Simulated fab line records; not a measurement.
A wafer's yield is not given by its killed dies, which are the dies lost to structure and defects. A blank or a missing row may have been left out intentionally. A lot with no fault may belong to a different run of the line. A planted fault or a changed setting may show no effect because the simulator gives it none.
8D (eight disciplines) problem report, filled in by code / flow n5-finfet / the parts of the form that need people (team, actions taken, sign-off) are left out

## 1. THE PROBLEM
Wafers without a fault read 64.9 s, standard deviation 1.4; etch-rf-on-time-s at N5_BEOL_M11_ETCH_61 reads a mean of 104.1 s on 3 wafers belonging to 3 lots. Measured from the usual mean, that is +28 standard deviations.
The step: etches SiARC in CF4, target depth 39 nm, time 65 s.
The first sign was on wafer L322.6 at day 14 02:37, on rie-diel-04. At this step, 30 wafers from 10 lots have a number in the record. Rule for "out", or "out of limits": more than 4 standard deviations from the usual mean. All remaining wafers that have a number are taken as sound.

## 2. WHAT IT IS; WHAT IT IS NOT
question=which readings at this step | is=etch-rf-on-time-s | is not=drypump-motor-current-A, oes-product-au, rf-vpp-V, showerhead-plenum-p-Torr, throttle-valve-pct
question=which lots | is=L322, L324, L325 | is not=L307, L308, L313, L314, L323, L328, L329
question=which wafers of those lots | is=L322.6, L324.2, L325.2 | is not=L322.1, L322.4, L324.1, L324.4, L325.4, L325.5
question=read on which tools | is=rie-diel-04 | is not=rie-diel-02, rie-diel-05
question=when | is=from day 14 02:37 | is not=up to then (14 sound wafers); but 13 sound wafers of L323, L324, L325, L328, L329 came after

## 3. WHAT RULES OUT EACH SUSPECT
Counting: if a tool at a process step up to the reading ran every lot that is out, it stays a suspect. Sound lots after the first of them don't rule it out here, since some wafers of a struck lot are sound.
- rie-diel-04 at N5_BEOL_M11_ETCH_61 (etches SiARC in CF4, target depth 39 nm, time 65 s): kept. It ran every lot that is out, first L322 (day 14 02:37); its last sound lot up to then is L307 (day 10 07:56). On those wafers its own readings are out: etch-rf-on-time-s.
Left after counting: rie-diel-04 at N5_BEOL_M11_ETCH_61.

## 4. THE CAUSE (what the simulator had put in)
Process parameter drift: rie-diel-04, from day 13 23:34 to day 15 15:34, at N5_BEOL_M11_ETCH_61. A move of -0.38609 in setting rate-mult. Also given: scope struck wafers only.
The count eliminated every tool but this one.

## 5. SEQUENCE OF EFFECTS, ordered by route
Rows list readings where the struck wafers' mean (over those with a number) sits beyond 3 standard deviations from the usual. Only readings whose record carries a usual standard deviation are examined. hours: median over the lots of the time between each lot's start at the first step of this table that gives one and its start at this step. sigmas: the change, counted in usual standard deviations.
hours=0; step=N5_BEOL_M11_ETCH_61; reading=etch-rf-on-time-s; usual=64.9 s; on struck wafers=104.1; change=+39.2; sigmas=+28
Its process steps:
- N5_BEOL_M11_ETCH_61: etches SiARC in CF4, target depth 39 nm, time 65 s.

## 6. HOW IT WOULD HAVE BEEN CAUGHT EARLIER
In this record no reading fell out of limits until day 14 02:37, 3 hours after the fault had begun at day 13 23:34.
